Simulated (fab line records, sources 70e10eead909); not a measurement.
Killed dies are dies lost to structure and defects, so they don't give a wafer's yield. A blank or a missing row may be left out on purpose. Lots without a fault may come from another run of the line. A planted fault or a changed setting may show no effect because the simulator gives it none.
Which tool did it? | flow nand_harc | 12 lots, 36 wafers sampled, at 7 steps of a route of 1302

WHAT THE GAUGES READ, wafer by wafer
NHARC_P_ZERO_WELL_INSPECT_43.
lot  | measured     | on                | raw_defect_count
L730 | day 2 03:49  | defect_inspect-01 | 4 6 10
L731 | day 2 13:27  | defect_inspect-02 | 17 20 15
L733 | day 3 09:26  | defect_inspect-02 | 15 18 20
L735 | day 4 05:25  | defect_inspect-02 | 8 9 12
L737 | day 5 01:27  | defect_inspect-02 | 14 5 11
L739 | day 5 21:52  | defect_inspect-01 | 9 5 14
L741 | day 6 17:45  | defect_inspect-01 | 7 9 5
L742 | day 7 03:34  | defect_inspect-01 | 284 277 267
L743 | day 7 13:38  | defect_inspect-02 | 5 9 14
L744 | day 8 00:08  | defect_inspect-02 | 295 304 297
L750 | day 10 11:46 | defect_inspect-01 | 14 19 16
L752 | day 11 07:38 | defect_inspect-02 | 12 4 6

NHARC_P_STI_CD_MEAS_09: target cd 200 nm.
lot  | measured     | on        | cd_nm (nm)
L730 | day 2 23:47  | cd_sem-01 | 198.5 200.5 198.4
L731 | day 3 10:40  | cd_sem-01 | 203.7 202.6 203.5
L733 | day 4 02:59  | cd_sem-02 | 199.5 201.0 200.4
L735 | day 4 20:50  | cd_sem-02 | 201.7 199.3 204.1
L737 | day 5 16:41  | cd_sem-01 | 201.0 200.0 200.3
L739 | day 6 17:10  | cd_sem-02 | 202.9 201.9 204.1
L741 | day 7 09:11  | cd_sem-03 | 203.0 198.0 199.0
L742 | day 7 18:11  | cd_sem-02 | 199.8 202.7 202.1
L743 | day 8 06:16  | cd_sem-02 | 200.0 198.7 202.9
L744 | day 8 16:54  | cd_sem-01 | 201.8 199.5 201.0
L750 | day 11 05:25 | cd_sem-01 | 200.8 198.1 203.6
L752 | day 12 01:10 | cd_sem-02 | 196.8 200.2 201.7

NHARC_P_STI_INSPECT_11.
lot  | measured     | on                | raw_defect_count
L730 | day 2 23:55  | defect_inspect-02 | 3 3 8
L731 | day 3 10:47  | defect_inspect-02 | 9 10 5
L733 | day 4 03:07  | defect_inspect-02 | 6 2 4
L735 | day 4 20:57  | defect_inspect-02 | 4 8 4
L737 | day 5 16:49  | defect_inspect-02 | 6 5 3
L739 | day 6 17:17  | defect_inspect-01 | 7 7 2
L741 | day 7 09:19  | defect_inspect-02 | 5 5 6
L742 | day 7 18:18  | defect_inspect-02 | 279 273 278
L743 | day 8 06:23  | defect_inspect-01 | 3 11 11
L744 | day 8 17:02  | defect_inspect-02 | 285 300 280
L750 | day 11 05:32 | defect_inspect-01 | 4 8 3
L752 | day 12 01:17 | defect_inspect-01 | 3 2 9

NHARC_P_GATE_CD_MEAS_91: target cd 2000 nm.
lot  | measured     | on        | cd_nm (nm)
L730 | day 5 20:53  | cd_sem-03 | 1996.7 2000.5 1999.5
L731 | day 6 09:01  | cd_sem-03 | 1997.3 1999.0 1997.8
L733 | day 6 23:01  | cd_sem-01 | 2000.0 2001.5 2001.6
L735 | day 7 17:38  | cd_sem-02 | 1998.2 1999.2 2000.0
L737 | day 8 09:39  | cd_sem-02 | 1998.2 2000.4 1999.7
L739 | day 9 09:08  | cd_sem-02 | 1999.9 1997.3 1995.9
L741 | day 10 04:32 | cd_sem-01 | 2003.2 2001.1 2001.9
L742 | day 10 15:08 | cd_sem-03 | 1998.2 2000.9 1998.0
L743 | day 11 22:09 | cd_sem-03 | 1994.6 1997.8 1996.3
L744 | day 11 21:20 | cd_sem-03 | 1998.1 2000.9 1998.7
L750 | day 14 03:40 | cd_sem-02 | 1998.4 2000.3 1998.2
L752 | day 14 23:17 | cd_sem-03 | 2000.6 1998.5 1997.9

NHARC_END_SORT_01.
lot  | measured     | on        | killed_at_array | killed_at_other | killed_at_periphery | killed_dies | killed_open | killed_short
L742 | day 29 02:24 | prober-01 | 46 38 40        | 1 0 0           | 65 42 66            | 112 80 106  | 3 5 3       | 4 1 1
L744 | day 30 09:41 | prober-01 | 36 48 41        | 0 0 0           | 77 70 75            | 113 118 116 | 5 4 4       | 3 5 2

WHICH TOOL RAN EACH LOT (tool, then ch and the chambers of the sampled wafers, then the start)
lot  | NHARC_P_ZERO_WELL_PECVD_02      | NHARC_P_GATE_ETCH_114
L730 | pecvd-02 ch 0,2, day 1 20:29    | rie_diel-12 ch 0,2,3, day 5 20:53 or earlier
L731 | pecvd-02 ch 0,1, day 2 06:29    | rie_diel-04 ch 0,1,2, day 6 09:01 or earlier
L733 | pecvd-03 ch 0,1,2, day 3 02:26  | rie_diel-04 ch 0,1,3, day 6 23:01 or earlier
L735 | pecvd-01 ch 0,1,2, day 3 22:29  | rie_diel-04 ch 0,3, day 7 17:38 or earlier
L737 | pecvd-03 ch 0,2, day 4 18:27    | rie_diel-12 ch 0,1,2, day 8 09:39 or earlier
L739 | pecvd-02 ch 0,2, day 5 14:31    | rie_diel-09 ch 0,1,2, day 9 09:08 or earlier
L741 | pecvd-02 ch 0,1,2, day 6 10:29  | rie_diel-04 ch 0,1,2, day 10 04:32 or earlier
L742 | pecvd-02 ch 0,1,2, day 6 20:34  | rie_diel-09 ch 0,1,2, day 10 15:08 or earlier
L743 | pecvd-01 ch 1,2, day 7 06:26    | rie_diel-04 ch 1,2, day 11 22:09 or earlier
L744 | pecvd-02 ch 0,1, day 7 16:31    | rie_diel-12 ch 0,1, day 11 21:20 or earlier
L750 | pecvd-01 ch 0,1, day 10 04:29   | rie_diel-09 ch 0,1, day 14 03:40 or earlier
L752 | pecvd-02 ch 0,1,2, day 11 00:32 | rie_diel-12 ch 0,1,2, day 14 23:17 or earlier
- NHARC_P_ZERO_WELL_PECVD_02: deposits SiO2, target thk 10 nm.
- NHARC_P_GATE_ETCH_114: etches the open film in CF4/O2, target depth 30 nm, overetch 3 nm, time 16.5 s.

WHAT THE TOOLS THEMSELVES READ (means of the sampled wafers that have a number; where no wafer has one, the mark that the record gives instead)
NHARC_P_GATE_ETCH_114.
lot  | tool        | drypump_motor_current_A (A) | oes_o_777_au (a.u.) | oes_product_au (a.u.) | rf_vpp_V (V) | showerhead_plenum_p_Torr (Torr) | throttle_valve_pct (%)
L730 | rie_diel-12 | 6.4                         | 0.999               | 1.010                 | 196.7        | 1.31                            | 13.402
L731 | rie_diel-04 | 5.7                         | 1.007               | 1.000                 | 197.4        | 1.33                            | 13.397
L733 | rie_diel-04 | 6.0                         | 1.000               | 0.996                 | 196.8        | 1.31                            | 13.394
L735 | rie_diel-04 | 6.0                         | 0.999               | 1.005                 | 198.0        | 1.33                            | 13.404
L737 | rie_diel-12 | 6.0                         | 1.002               | 1.000                 | 198.0        | 1.31                            | 13.401
L739 | rie_diel-09 | 5.5                         | 1.000               | 0.999                 | 197.7        | 1.31                            | 13.393
L741 | rie_diel-04 | 5.7                         | 0.999               | 1.005                 | 197.7        | 1.33                            | 13.397
L742 | rie_diel-09 | 5.5                         | 0.998               | 0.985                 | 197.3        | 1.31                            | 13.396
L743 | rie_diel-04 | 5.8                         | 0.998               | 0.993                 | 197.8        | 1.34                            | 13.402
L744 | rie_diel-12 | 6.0                         | 0.999               | 1.009                 | 197.1        | 1.34                            | 13.403
L750 | rie_diel-09 | 5.2                         | 1.002               | 0.994                 | 197.3        | 1.30                            | 13.400
L752 | rie_diel-12 | 6.0                         | 1.003               | 0.996                 | 197.9        | 1.31                            | 13.393

THE ANSWER, worked out from the rows above alone
Rule: what is usual is taken from the lots themselves. Put in order of their means at a reading, lots are off if they are a third of the lots or fewer, leave a main group of 4 or more, and stand apart from it by a gap of 3 or more times the standard deviation of the main group's means; of several such gaps the widest counts. A main group whose means are all the same, to the digits that the tables above print for the reading, isn't used. A lot without any number at a reading at which 4 lots or more have one is off too. The other lots that the step has rows for count as sound. The gauges are gone through in route order, then the tools' own readings, and for those a lot's mean is taken as printed above. The first step at which some lot is off is used, and at that step the reading that is off furthest; a lot without a number counts as furthest.
Off: L742, L744, at NHARC_P_ZERO_WELL_INSPECT_43 (raw_defect_count). The main group: mean 11, standard deviation 4.1.
A tool fits if, at a process step before that reading, it ran every lot that is off, and no sound lot after the first of them. The gauges at NHARC_P_ZERO_WELL_INSPECT_43 are tried like those tools. None of those tried fits.

WHAT THE SIMULATOR HAD PUT IN
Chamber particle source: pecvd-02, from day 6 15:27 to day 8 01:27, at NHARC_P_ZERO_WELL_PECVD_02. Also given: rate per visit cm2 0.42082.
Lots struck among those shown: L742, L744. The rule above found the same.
